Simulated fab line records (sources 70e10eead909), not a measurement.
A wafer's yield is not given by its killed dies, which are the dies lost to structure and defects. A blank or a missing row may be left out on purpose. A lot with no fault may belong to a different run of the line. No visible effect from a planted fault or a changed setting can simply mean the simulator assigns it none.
fab line records	flow nandHarc
record lots=7	wafers=21	lastDay=28
route steps=1159 shown P_CONTACT@234
lots that met no fault: taken from a fault-free run of the same line
startH: start of the lot's first displayed wafer, in hours after the record's first day	waitH: how many hours have passed since the lot's step before this one	" as in the row above	L1.1+2: several wafers, shown together as one row	- no value, or no start given	* or withheld: withheld	< > ~ a bound
route shown NAME@n: a module of which the file shows steps, and the number in the route of the first	usual: mean/standard deviation of fault-free wafers	same: alike in all rows	chamber/n: place in a boat	sites: the reading at each site	_std_site: their standard deviation	_edge_site: mean of outer sites minus mean of inner sites	radiusMm: for every site, how far away it sits from the centre of the wafer	mask NAME#n: copy n	behind: tool/chamber where the wafer was last shaped	hold: reason for holding the lot/hours on hold/outcome of the hold	device: the n, p or np transistor that did not switch	end of line: the same wafers' tests at the end of the route	a step without rows: its recipe alone	killed: at the first sort, the dies lost to defects and structure; wafer yield is something else	map: dies across one wafer; x = killed, . = not, _ = none there
set.NAME: setting as actually run; set.NAME@STEP: the setting as run at that earlier step	model.NAME: the simulator's own value behind a step, which no gauge read
certain route steps with their lots: each step a table, each wafer a row
services: the hour from which a tool's chamber was out of use, counted from the record's first day as startH (under 0 if before that day), plus the number of hours and why
## steps
# step NHARC_P_CONTACT_INSPECT_14
# usual rawDefectCount=3.5/2
lot.wafer	tool	chamber	startH	waitH	rawDefectCount
L834.2	defectInspect-01	-	168.93	0.0	1
L834.3	"	-	"	"	2
L834.5	"	-	"	"	3
L831.2	defectInspect-02	-	175.05	0.0	5
L831.3	"	-	"	"	5
L831.4	"	-	"	"	4
L837.1	defectInspect-01	-	182.25	0.0	5
L837.2	"	-	"	"	3
L837.3	"	-	"	"	4
L841.1	defectInspect-01	-	189.90	0.0	4
L841.3	"	-	"	"	6
L841.6	"	-	"	"	2
L843.2	defectInspect-02	-	195.06	0.0	6
L843.4	"	-	"	"	2
L843.6	"	-	"	"	3
L852.1	defectInspect-01	-	228.27	0.0	6
L852.3	"	-	"	"	8
L852.6	"	-	"	"	7
L854.3	defectInspect-02	-	241.01	0.0	3
L854.4	"	-	"	"	2
L854.5	"	-	"	"	2
# step NHARC_P_CONTACT_DESCUM_17
# recipe timeS=3	o2FlowSccm=200	arFlowSccm=0	biasPowerW=0	chemistry=O2
# usual drypumpMotorCurrentA=5.8/0.37	oesProductAu=0.999/0.0098	rfVppV=57.9/0.96	showerheadPlenumPTorr=1.94/0.084	throttleValvePct=11.312/0.0094
# same timeS=3
lot.wafer	tool	chamber	startH	waitH	drypumpMotorCurrentA	oesProductAu	rfHoursCounterH	rfVppV	showerheadPlenumPTorr	throttleValvePct
L834.3	rieDiel-12	3	168.99	0.1	5.9	0.992	13	59.8	2.06	11.309
L834.2	"	1	"	"	6.4	0.987	16	58.6	1.97	11.305
L834.5	"	0	"	"	5.4	1.015	-	58.3	1.87	11.312
L831.4	rieDiel-12	3	175.11	0.1	5.9	1.000	14	59.3	2.06	11.298
L831.3	"	0	"	"	5.4	1.014	16	57.6	1.87	11.316
L831.2	"	1	"	"	6.4	1.003	17	57.5	1.97	11.312
L837.2	rieDiel-12	0	182.31	0.1	5.4	1.004	17	57.0	1.87	11.302
L837.3	"	2	"	"	5.3	1.001	14	57.3	1.84	11.326
L837.1	"	3	"	"	5.9	0.999	15	57.9	2.06	11.304
L841.1	rieDiel-01	3	189.98	0.1	5.7	0.992	7	57.7	1.90	11.316
L841.3	"	0	"	"	6.0	1.003	6	56.8	1.95	11.314
L841.6	"	2	"	"	6.0	1.008	-	57.3	2.03	11.298
L843.4	rieDiel-12	1	195.12	0.1	6.3	0.994	20	58.4	1.96	11.298
L843.2	"	2	"	"	5.3	1.007	17	58.9	1.84	11.314
L843.6	"	1	"	"	6.3	0.999	-	57.7	1.96	11.306
L852.3	rieDiel-12	1	228.33	0.1	6.4	0.990	2	59.4	1.96	11.312
L852.1	"	2	"	"	5.3	0.991	2	58.4	1.84	11.304
L852.6	"	1	"	"	6.4	0.983	-	59.7	1.96	11.309
L854.4	rieDiel-12	3	241.08	0.1	5.9	1.010	4	58.5	2.06	11.310
L854.3	"	1	"	"	6.4	0.993	3	58.4	1.96	11.321
L854.5	"	3	"	"	5.9	1.019	-	58.9	2.06	11.303
# step NHARC_P_CONTACT_ETCH_35
# recipe targetDepthA=390	overEtchFrac=0.3	timeS=65	ionEnergyEv=80	cf4FlowSccm=150	arFlowSccm=0	rfW=300	biasW=100	chemistry=CF4
# usual drypumpMotorCurrentA=5.8/0.39	oesProductAu=0.998/0.01	rfVppV=151.3/1.2	showerheadPlenumPTorr=1.78/0.069	throttleValvePct=13.283/0.0086
# same overEtchFrac=0.3	timeS=65
lot.wafer	tool	chamber	startH	waitH	drypumpMotorCurrentA	oesProductAu	rfHoursCounterH	rfVppV	showerheadPlenumPTorr	throttleValvePct
L834.2	rieDiel-12	0	169.07	0.1	5.4	1.012	15	151.4	1.73	13.282
L834.3	"	3	"	"	5.9	1.009	13	151.7	1.89	13.284
L834.5	"	0	"	"	5.4	1.019	-	149.8	1.73	13.277
L831.2	rieDiel-12	1	175.19	0.1	6.4	0.982	17	150.7	1.81	13.282
L831.3	"	2	"	"	5.3	0.996	13	150.3	1.71	13.286
L831.4	"	0	"	"	5.4	0.998	16	150.6	1.73	13.279
L837.3	rieDiel-12	2	182.40	0.1	5.3	1.005	14	149.7	1.71	13.286
L837.1	"	3	"	"	5.9	1.001	15	151.3	1.89	13.282
L837.2	"	0	"	"	5.4	1.012	17	149.8	1.73	13.287
L841.1	rieDiel-01	0	190.05	0.1	6.0	1.021	6	150.9	1.80	13.282
L841.3	"	3	"	"	5.7	0.999	7	149.4	1.76	13.278
L841.6	"	0	"	"	6.0	1.015	-	151.5	1.80	13.290
L843.4	rieDiel-12	1	195.22	0.1	6.4	0.990	20	151.6	1.81	13.271
L843.2	"	2	"	"	5.3	0.994	17	152.1	1.71	13.297
L843.6	"	0	"	"	5.4	1.006	-	150.8	1.73	13.279
L852.1	rieDiel-12	0	228.42	0.1	5.4	0.994	2	151.0	1.73	13.279
L852.3	"	1	"	"	6.3	1.001	2	149.7	1.81	13.283
L852.6	"	1	"	"	6.4	0.994	-	151.7	1.81	13.270
L854.4	rieDiel-12	3	241.16	0.1	5.9	1.010	4	154.0	1.89	13.288
L854.3	"	0	"	"	5.4	1.001	4	150.9	1.73	13.278
L854.5	"	3	"	"	5.9	1.015	-	151.0	1.89	13.290
# step NHARC_P_CONTACT_ETCH_36
# recipe targetDepthA=2600	overEtchFrac=0.25	timeS=406.25	ionEnergyEv=200	n2FlowSccm=150	h2FlowSccm=150	arFlowSccm=0	rfW=400	biasW=150	chemistry=N2/H2
# step NHARC_P_CONTACT_ETCH_18
# recipe targetDepthA=4810	timeS=240.5	c4f8FlowSccm=20	o2FlowSccm=10	arFlowSccm=withheld	rfW=600	biasW=1500	chemistry=C4F8/O2/Ar
# step NHARC_P_CONTACT_STRIP_37
# recipe c4f8FlowSccm=withheld	o2FlowSccm=8	arFlowSccm=withheld	biasW=0	chemistry=C4F8/O2/Ar
# step NHARC_P_CONTACT_ETCH_31
# recipe targetDepthA=300	timeS=85.7	ionEnergyEv=120	overEtchFrac=1	ch3fFlowSccm=50	o2FlowSccm=30	arFlowSccm=200	rfW=500	biasW=100	chemistry=CH3F/O2
# step NHARC_P_CONTACT_CD_MEAS_19
# usual cdNm=90.7/1.9
lot.wafer	tool	chamber	startH	waitH	cdNm
L834.2	cdSem-01	-	169.86	-	89.8
L834.3	"	-	"	"	91.5
L834.5	"	-	"	"	91.1
L831.2	cdSem-02	-	175.98	-	90.5
L831.3	"	-	"	"	91.0
L831.4	"	-	"	"	90.1
L837.1	cdSem-01	-	183.39	-	87.8
L837.2	"	-	"	"	92.7
L837.3	"	-	"	"	92.8
L841.1	cdSem-02	-	190.84	-	89.1
L841.3	"	-	"	"	93.1
L841.6	"	-	"	"	89.7
L843.2	cdSem-01	-	196.08	-	91.7
L843.4	"	-	"	"	91.9
L843.6	"	-	"	"	91.5
L852.1	cdSem-01	-	229.20	-	87.8
L852.3	"	-	"	"	89.6
L852.6	"	-	"	"	88.5
L854.3	cdSem-03	-	241.94	-	87.5
L854.4	"	-	"	"	87.9
L854.5	"	-	"	"	87.8
# step NHARC_P_CONTACT_STRIP_28
# recipe o2FlowSccm=500	arFlowSccm=0	biasW=0	chemistry=O2
# usual drypumpMotorCurrentA=5.9/0.33	oesProductAu=0.997/0.011	rfVppV=57.9/0.91	showerheadPlenumPTorr=3.57/0.14	throttleValvePct=17.037/0.0086
lot.wafer	tool	chamber	startH	waitH	drypumpMotorCurrentA	oesProductAu	rfHoursCounterH	rfVppV	showerheadPlenumPTorr	throttleValvePct
L834.2	rieDiel-12	1	169.95	0.1	6.4	1.002	16	57.5	3.62	17.030
L834.3	"	3	"	"	5.9	1.002	13	58.9	3.78	17.032
L834.5	"	0	"	"	5.4	1.017	-	58.0	3.45	17.027
L831.2	rieDiel-12	2	176.05	0.1	5.3	0.994	13	57.4	3.41	17.029
L831.3	"	0	"	"	5.4	1.014	16	56.9	3.45	17.027
L831.4	"	1	"	"	6.3	0.985	17	58.5	3.62	17.027
L837.2	rieDiel-01	3	183.47	0.1	5.8	0.992	6	57.2	3.51	17.039
L837.1	"	0	"	"	6.0	0.999	5	56.2	3.60	17.041
L837.3	"	2	"	"	6.0	0.991	5	58.9	3.74	17.027
L841.3	rieDiel-01	3	190.94	0.1	5.7	1.002	7	57.8	3.51	17.028
L841.1	"	0	"	"	6.0	1.010	7	59.0	3.60	17.036
L841.6	"	1	"	"	6.4	0.990	-	59.1	3.40	17.036
L843.4	rieDiel-12	2	196.15	0.1	5.3	1.006	17	59.9	3.41	17.036
L843.2	"	3	"	"	5.9	0.988	18	56.5	3.78	17.030
L843.6	"	2	"	"	5.3	1.011	-	57.1	3.41	17.040
L852.3	rieDiel-01	2	229.29	0.1	6.0	1.001	10	59.3	3.73	17.025
L852.1	"	3	"	"	5.7	0.992	11	57.6	3.51	17.037
L852.6	"	2	"	"	6.0	1.004	-	58.0	3.73	17.043
L854.3	rieDiel-01	2	242.06	0.1	6.0	0.992	11	58.0	3.73	17.038
L854.5	"	3	"	"	5.7	0.992	-	58.4	3.51	17.038
L854.4	"	0	"	"	6.0	0.991	-	58.5	3.59	17.035
# step NHARC_P_CONTACT_STRIP_29
# recipe timeS=1200	tempC=72.5	chemistry=postEtchResidueRemover
# step NHARC_P_CONTACT_DEGAS_38
# recipe tempC=300	timeS=60
# usual heaterPowerW=479/55
# same timeS=60
lot.wafer	tool	chamber	startH	waitH	heaterPowerW
L834.2	pvdSputter-03	-	170.58	-	422
L834.3	"	-	"	"	421
L834.5	"	-	"	"	455
L831.4	pvdSputter-02	-	176.69	-	459
L831.2	"	-	"	"	451
L831.3	"	-	"	"	468
L837.3	pvdSputter-02	-	184.11	-	462
L837.1	"	-	"	"	470
L837.2	"	-	"	"	486
L841.3	pvdSputter-02	-	191.55	-	490
L841.1	"	-	"	"	587
L841.6	"	-	"	"	580
L843.2	pvdSputter-02	-	196.82	-	459
L843.4	"	-	"	"	458
L843.6	"	-	"	"	573
L852.1	pvdSputter-01	-	229.91	-	524
L852.3	"	-	"	"	458
L852.6	"	-	"	"	513
L854.3	pvdSputter-02	-	242.68	-	589
L854.4	"	-	"	"	469
L854.5	"	-	"	"	584
# step NHARC_P_CONTACT_PRE_CLEAN_39
# recipe timeS=19.5	biasV=250	gas=Ar
# step NHARC_P_CONTACT_PVD_32
# recipe targetThkA=50	chamberPressurePa=5	powerW=5000	substrateTempC=200	timeS=17.7	material=Ti
# usual throttleValvePct=29.7/0.87
# same timeS=17.7
lot.wafer	tool	chamber	startH	waitH	throttleValvePct
L834.3	pvdSputter-03	-	170.70	-	29.5
L834.2	"	-	"	"	31.4
L834.5	"	-	"	"	31.4
L834.3	pvdSputter-03	-	170.98	-	29.6
L834.2	"	-	"	"	31.2
L834.5	"	-	"	"	31.3
L831.3	pvdSputter-02	-	176.82	-	29.7
L831.2	"	-	"	"	30.0
L831.4	"	-	"	"	29.5
L837.2	pvdSputter-02	-	184.23	-	29.9
L837.3	"	-	"	"	29.6
L837.1	"	-	"	"	30.2
L837.2	pvdSputter-02	-	184.50	-	29.5
L837.3	"	-	"	"	29.8
L837.1	"	-	"	"	30.2
L841.1	pvdSputter-02	-	191.75	-	29.7
L841.3	"	-	"	"	29.7
L841.6	"	-	"	"	29.6
L843.4	pvdSputter-02	-	196.95	-	29.7
L843.2	"	-	"	"	29.4
L843.6	"	-	"	"	29.9
L843.4	pvdSputter-02	-	197.21	-	30.0
L843.2	"	-	"	"	29.7
L843.6	"	-	"	"	29.6
L852.3	pvdSputter-01	-	230.05	-	30.4
L852.1	"	-	"	"	30.8
L852.6	"	-	"	"	30.4
L854.3	pvdSputter-02	-	242.83	-	29.5
L854.4	"	-	"	"	29.3
L854.5	"	-	"	"	29.8
# step NHARC_P_CONTACT_ALD_22
# recipe targetThkA=30	pulseTimeS=1	aldCycles=150	tempC=450	material=TiN
# usual heaterPowerW=1082/100	precursorPulseHeightRel=1.000/0.019
lot.wafer	tool	chamber	startH	waitH	heaterPowerW	precursorPulseHeightRel
L834.3	aldMetal-03	0	171.12	-	883	0.978
L834.2	"	1	"	"	1150	1.016
L834.5	"	1	"	"	1137	0.993
L831.4	aldMetal-04	1	176.93	-	1043	0.970
L831.2	"	2	"	"	1188	1.012
L831.3	"	3	"	"	1159	1.018
L837.2	aldMetal-01	3	184.64	-	1104	1.014
L837.1	"	0	"	"	1045	1.021
L837.3	"	1	"	"	1300	0.988
L841.1	aldMetal-04	1	191.88	-	1086	0.998
L841.3	"	3	"	"	1199	0.977
L841.6	"	1	"	"	1025	1.005
L843.2	aldMetal-03	2	197.34	-	1047	1.009
L843.4	"	2	"	"	1066	1.000
L843.6	"	3	"	"	1083	1.002
L852.1	aldMetal-03	0	230.17	-	881	1.031
L852.3	"	1	"	"	1145	0.992
L852.6	"	0	"	"	917	0.994
L854.4	aldMetal-03	2	242.93	-	1084	0.992
L854.3	"	3	"	"	1088	1.001
L854.5	"	2	"	"	1058	1.000
## services
tool	chamber	startH	hours	kind
rieDiel-12	3	153.24	9.1	repair
rieDiel-12	0	156.94	-	clean
rieDiel-12	1	156.94	-	clean
rieDiel-12	2	156.94	-	clean
pvdSputter-01	-	158.00	10.0	pm
rieDiel-01	2	166.91	5.6	repair
rieDiel-01	1	173.41	8.6	repair
pvdSputter-03	-	179.13	6.0	repair
rieDiel-12	0	181.44	-	clean
rieDiel-12	1	181.44	-	clean
rieDiel-12	2	181.44	-	clean
rieDiel-12	3	181.44	-	clean
aldMetal-03	0	189.13	7.9	repair
pvdSputter-01	-	193.37	2.8	repair
rieDiel-12	-	202.44	9.0	pm
rieDiel-12	0	202.44	9.0	ventCycle
rieDiel-12	1	202.44	9.0	ventCycle
rieDiel-12	2	202.44	9.0	ventCycle
rieDiel-12	3	202.44	9.0	ventCycle
rieDiel-12	0	211.44	-	clean
pvdSputter-02	-	214.07	10.0	pm
rieDiel-01	2	215.67	2.9	repair
aldMetal-04	-	228.11	10.0	pm
rieDiel-01	1	241.90	7.6	repair
## key
firstSign step=NHARC_P_CONTACT_PVD_32	reading=visit	direction=added
effect none on later readings
metAt NHARC_P_CONTACT_PVD_32
struckWafers L834.2,L834.3,L834.5,L837.1,L837.2,L837.3,L843.2,L843.4,L843.6
testerLeftOut L834,L837,L843
fault kind=repeatedStepWhole	tool=pvdSputter-01,pvdSputter-02,pvdSputter-03	chamber=-	onsetH=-	steps=NHARC_P_CONTACT_PVD_32	times=1	scope=struckLotsOnly
# testerLeftOut: of these lots the tester's yield and bins aren't shown, on N5 and GAA mostly nor the transistor test; their killed dies are dies lost to structure and defects alone, not to doping, threshold or leakage, so they don't give the yield
